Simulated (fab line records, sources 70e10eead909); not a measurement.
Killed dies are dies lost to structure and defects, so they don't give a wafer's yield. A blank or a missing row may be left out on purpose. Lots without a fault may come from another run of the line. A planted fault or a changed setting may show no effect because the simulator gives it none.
Which tool did it? | flow nand_harc | 11 lots, 33 wafers sampled, at 5 steps of a route of 1159

WHAT THE GAUGES READ, wafer by wafer
NHARC_END_SORT_01. Usual: killed_at_array 27, standard deviation 10; killed_at_other 0.6, standard deviation 0.96; killed_at_periphery 3.4, standard deviation 2.7; killed_dies 31, standard deviation 10; killed_open 2.9, standard deviation 1.8; killed_short 1.8, standard deviation 1.4.
lot  | measured     | on        | killed_at_array | killed_at_other | killed_at_periphery | killed_dies | killed_open | killed_short | flag
L520 | day 20 16:42 | prober-02 | 25 24 20        | 3 0 0           | 7 5 5               | 35 29 25    | 2 1 1       | 4 1 3        |
L522 | day 20 09:41 | prober-02 | 15 21 25        | 2 0 3           | 1 2 1               | 18 23 29    | 1 4 3       | 0 1 2        |
L523 | day 20 09:07 | prober-01 | 10 17 15        | 1 0 1           | 5 11 4              | 16 28 20    | 2 3 3       | 1 1 4        |
L526 | day 21 12:47 | prober-01 | 12              | 1               | 8                   | 21          | 1           | 2            |
L535 | day 23 12:58 | prober-02 | 22 18 17        | 0 0 0           | 5 3 1               | 27 21 18    | 4 3 5       | 2 4 0        |

WHICH TOOL RAN EACH LOT (tool, then ch and the chambers of the sampled wafers, then the start)
lot  | NHARC_P_ZERO_WELL_DESCUM_13       | NHARC_P_ZERO_WELL_ETCH_63       | NHARC_P_ZERO_WELL_DESCUM_39       | NHARC_P_STI_ETCH_42
L518 | rie_diel-05 ch 0,1,2, day 1 13:19 | rie_si-05 ch 2,3, day 1 13:34   | rie_diel-07 ch 1,2, day 1 16:13   | rie_diel-12 ch 0,2, day 2 14:34
L520 | rie_diel-07 ch 0,1, day 2 01:34   | rie_si-01 ch 0,3, day 2 01:50   | rie_diel-07 ch 0,1,2, day 2 04:21 | rie_diel-02 ch 2,3, day 3 02:37
L522 | rie_diel-05 ch 0,1,3, day 2 13:32 | rie_si-01 ch 0,1,3, day 2 13:49 | rie_diel-07 ch 0,2, day 2 16:32   | rie_diel-02 ch 0,3, day 3 12:12
L523 | rie_diel-05 ch 0,1,3, day 2 19:26 | rie_si-02 ch 2,3, day 2 19:40   | rie_diel-07 ch 1,2,3, day 2 22:26 | rie_diel-02 ch 0,1,3, day 3 18:43
L524 | rie_diel-11 ch 0,1,3, day 3 01:32 | rie_si-05 ch 0,1,2, day 3 01:49 | rie_diel-05 ch 0,1,2, day 3 04:22 | rie_diel-12 ch 1,2,3, day 4 01:16
L525 | rie_diel-11 ch 0,3, day 3 07:32   | rie_si-02 ch 1,3, day 3 07:50   | rie_diel-05 ch 0,1,3, day 3 10:18 | rie_diel-12 ch 0,1, day 4 07:13
L526 | rie_diel-07 ch 0,1,2, day 3 13:38 | rie_si-02 ch 0,2,3, day 3 13:55 | rie_diel-05 ch 0,1, day 3 16:38   | rie_diel-12 ch 0,2, day 4 13:46
L535 | rie_diel-11 ch 1,2,3, day 5 19:24 | rie_si-01 ch 1,2,3, day 5 19:39 | rie_diel-11 ch 0,1,2, day 5 22:18 | rie_diel-10 ch 0,1,3, day 6 18:23
L538 | rie_diel-05 ch 0,1,3, day 6 13:31 | rie_si-05 ch 1,2,3, day 6 13:46 | rie_diel-05 ch 0,2,3, day 6 16:23 | rie_diel-12 ch 1,2,3, day 7 08:11
L540 | rie_diel-07 ch 0,2,3, day 7 01:17 | rie_si-01 ch 0,1,2, day 7 01:32 | rie_diel-05 ch 0,1,3, day 7 04:08 | rie_diel-12 ch 1,2,3, day 8 00:43
L541 | rie_diel-05 ch 0,2, day 7 07:25   | rie_si-05 ch 0,1,3, day 7 07:41 | rie_diel-11 ch 2,3, day 7 10:17   | rie_diel-02 ch 1,2, day 8 06:40
- NHARC_P_ZERO_WELL_DESCUM_13: chemistry O2, time 3 s.
- NHARC_P_ZERO_WELL_ETCH_63: etches the open film in HBr/Cl2, target depth 120 nm, time 40.1 s.
- NHARC_P_ZERO_WELL_DESCUM_39: chemistry O2, time 3 s.
- NHARC_P_STI_ETCH_42: etches the open film in N2/H2, target depth 80 nm, overetch 24 nm, time 61 s.

WHAT THE TOOLS THEMSELVES READ (means of the sampled wafers that have a number; where no wafer has one, the mark that the record gives instead)
NHARC_P_ZERO_WELL_DESCUM_13. Usual: drypump_motor_current_A 5.7 A, standard deviation 0.41; o2_flow_sccm 200.0 sccm, standard deviation 0.63; oes_product_au 0.996 a.u., standard deviation 0.012; rf_vpp_V 57.7 V, standard deviation 0.81; showerhead_plenum_p_Torr 1.90 Torr, standard deviation 0.069; throttle_valve_pct 11.312 %, standard deviation 0.0084.
lot  | tool        | drypump_motor_current_A (A) | o2_flow_sccm (sccm) | oes_product_au (a.u.) | rf_vpp_V (V) | showerhead_plenum_p_Torr (Torr) | throttle_valve_pct (%) | flag
L518 | rie_diel-05 | 5.5                         | 200.4               | 0.990                 | 57.8         | 1.93                            | 11.309                 |
L520 | rie_diel-07 | 5.4                         | 200.3               | 1.004                 | 57.3         | 1.88                            | 11.306                 |
L522 | rie_diel-05 | 5.6                         | 199.9               | 0.987                 | 58.3         | 1.87                            | 11.312                 |
L523 | rie_diel-05 | 5.7                         | 199.8               | 0.993                 | 58.0         | 1.86                            | 11.317                 |
L524 | rie_diel-11 | 6.0                         | 199.7               | 0.993                 | 57.3         | 1.89                            | 11.317                 |
L525 | rie_diel-11 | 6.0                         | 199.8               | 1.000                 | 58.0         | 1.91                            | 11.317                 |
L526 | rie_diel-07 | 5.7                         | 199.7               | 1.002                 | 58.3         | 1.92                            | 11.324                 |
L535 | rie_diel-11 | 5.7                         | 200.1               | 0.994                 | 57.6         | 1.87                            | 11.302                 |
L538 | rie_diel-05 | 5.7                         | 200.5               | 0.990                 | 57.5         | 1.86                            | 11.311                 |
L540 | rie_diel-07 | 6.0                         | 199.9               | 0.998                 | 57.6         | 1.93                            | 11.308                 |
L541 | rie_diel-05 | 5.4                         | 199.9               | 0.986                 | 57.8         | 2.00                            | 11.315                 |

NHARC_P_ZERO_WELL_ETCH_63. Usual: drypump_motor_current_A 5.5 A, standard deviation 0.63; oes_product_au 0.993 a.u., standard deviation 0.012; throttle_valve_pct 26.407 %, standard deviation 0.0093.
lot  | tool      | drypump_motor_current_A (A) | oes_product_au (a.u.) | throttle_valve_pct (%) | flag
L518 | rie_si-05 | 5.3                         | 0.989                 | 26.413                 |
L520 | rie_si-01 | 5.0                         | 0.984                 | 26.404                 |
L522 | rie_si-01 | 5.1                         | 0.986                 | 26.413                 |
L523 | rie_si-02 | 5.5                         | 1.003                 | 26.405                 |
L524 | rie_si-05 | 5.8                         | 0.999                 | 26.405                 |
L525 | rie_si-02 | 5.9                         | 0.984                 | 26.411                 |
L526 | rie_si-02 | 5.7                         | 0.954                 | 26.404                 | OFF
L535 | rie_si-01 | 5.6                         | 0.993                 | 26.407                 |
L538 | rie_si-05 | 5.3                         | 1.005                 | 26.416                 |
L540 | rie_si-01 | 5.5                         | 0.989                 | 26.395                 |
L541 | rie_si-05 | 5.7                         | 1.000                 | 26.416                 |

NHARC_P_ZERO_WELL_DESCUM_39. Usual: drypump_motor_current_A 5.7 A, standard deviation 0.43; o2_flow_sccm 200.0 sccm, standard deviation 0.62; oes_product_au 0.997 a.u., standard deviation 0.013; rf_vpp_V 57.7 V, standard deviation 0.85; showerhead_plenum_p_Torr 1.90 Torr, standard deviation 0.059; throttle_valve_pct 11.312 %, standard deviation 0.009.
lot  | tool        | drypump_motor_current_A (A) | o2_flow_sccm (sccm) | oes_product_au (a.u.) | rf_vpp_V (V) | showerhead_plenum_p_Torr (Torr) | throttle_valve_pct (%) | flag
L518 | rie_diel-07 | 5.6                         | 199.6               | 0.986                 | 57.3         | 1.89                            | 11.317                 |
L520 | rie_diel-07 | 5.7                         | 200.3               | 1.006                 | 57.6         | 1.92                            | 11.299                 |
L522 | rie_diel-07 | 5.9                         | 200.3               | 1.019                 | 58.0         | 1.96                            | 11.312                 |
L523 | rie_diel-07 | 5.9                         | 200.2               | 1.000                 | 57.6         | 1.91                            | 11.316                 |
L524 | rie_diel-05 | 5.5                         | 200.2               | 0.995                 | 57.5         | 1.93                            | 11.313                 |
L525 | rie_diel-05 | 5.7                         | 199.7               | 0.993                 | 57.6         | 1.86                            | 11.307                 |
L526 | rie_diel-05 | 5.4                         | 199.7               | 0.995                 | 56.9         | 1.91                            | 11.320                 |
L535 | rie_diel-11 | 5.5                         | 199.9               | 0.984                 | 58.4         | 1.90                            | 11.311                 |
L538 | rie_diel-05 | 5.6                         | 199.9               | 0.988                 | 57.5         | 1.93                            | 11.313                 |
L540 | rie_diel-05 | 5.7                         | 200.1               | 0.990                 | 57.8         | 1.86                            | 11.321                 |
L541 | rie_diel-11 | 5.5                         | 199.9               | 1.002                 | 58.0         | 1.88                            | 11.310                 |

NHARC_P_STI_ETCH_42. Usual: drypump_motor_current_A 5.7 A, standard deviation 0.45; oes_product_au 1.002 a.u., standard deviation 0.011; rf_vpp_V 431.3 V, standard deviation 2.7; showerhead_plenum_p_Torr 2.07 Torr, standard deviation 0.098; throttle_valve_pct 14.170 %, standard deviation 0.008.
lot  | tool        | drypump_motor_current_A (A) | oes_product_au (a.u.) | rf_vpp_V (V) | showerhead_plenum_p_Torr (Torr) | throttle_valve_pct (%) | flag
L518 | rie_diel-12 | 5.5                         | 0.993                 | 431.7        | 2.07                            | 14.174                 |
L520 | rie_diel-02 | 6.0                         | 1.008                 | 433.4        | 2.14                            | 14.170                 |
L522 | rie_diel-02 | 5.8                         | 1.003                 | 432.7        | 2.15                            | 14.179                 |
L523 | rie_diel-02 | 5.7                         | 1.004                 | 431.5        | 2.05                            | 14.167                 |
L524 | rie_diel-12 | 5.7                         | 0.995                 | 431.3        | 2.06                            | 14.166                 |
L525 | rie_diel-12 | 5.1                         | 1.003                 | 431.3        | 2.07                            | 14.176                 |
L526 | rie_diel-12 | 5.5                         | 0.995                 | 431.1        | 2.07                            | 14.171                 |
L535 | rie_diel-10 | 5.9                         | 1.014                 | 432.0        | 2.07                            | 14.166                 |
L538 | rie_diel-12 | 5.7                         | 1.004                 | 430.7        | 2.06                            | 14.172                 |
L540 | rie_diel-12 | 5.7                         | 0.997                 | 430.9        | 2.06                            | 14.175                 |
L541 | rie_diel-02 | 5.8                         | 1.010                 | 427.3        | 1.95                            | 14.166                 |

THE ANSWER, worked out from the rows above alone
Rule: a lot is off if the mean of its wafers that have a number lies more than 3 standard deviations from the usual mean. A lot without any number at a reading at which 4 lots or more have one is off too. The other lots that the step has rows for count as sound. The gauges are gone through in route order, then the tools' own readings, and for those a lot's mean is taken as printed above. The first step at which some lot is off is used, and at that step the reading that is off furthest; a lot without a number counts as furthest.
Off: L526, at NHARC_P_ZERO_WELL_ETCH_63 (oes_product_au).
A tool fits if, at that step or a process step before it, it ran every lot that is off, and no sound lot after the first of them. One fits: rie_si-02 at NHARC_P_ZERO_WELL_ETCH_63. Its last sound lot is L525 (day 3 07:50), its first lot that is off L526 (day 3 13:55): a fault that began between those two fits.
The tool's own readings at NHARC_P_ZERO_WELL_ETCH_63 bear it out: on the lots that are off they differ by more than 5 times the standard deviation of the sound lots' means. oes_product_au reads 0.954 a.u. there against 0.993 a.u. on the sound lots.

WHAT THE SIMULATOR HAD PUT IN
Process parameter drift: rie_si-02, from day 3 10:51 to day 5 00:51, at NHARC_P_ZERO_WELL_ETCH_63. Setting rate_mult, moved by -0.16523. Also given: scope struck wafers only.
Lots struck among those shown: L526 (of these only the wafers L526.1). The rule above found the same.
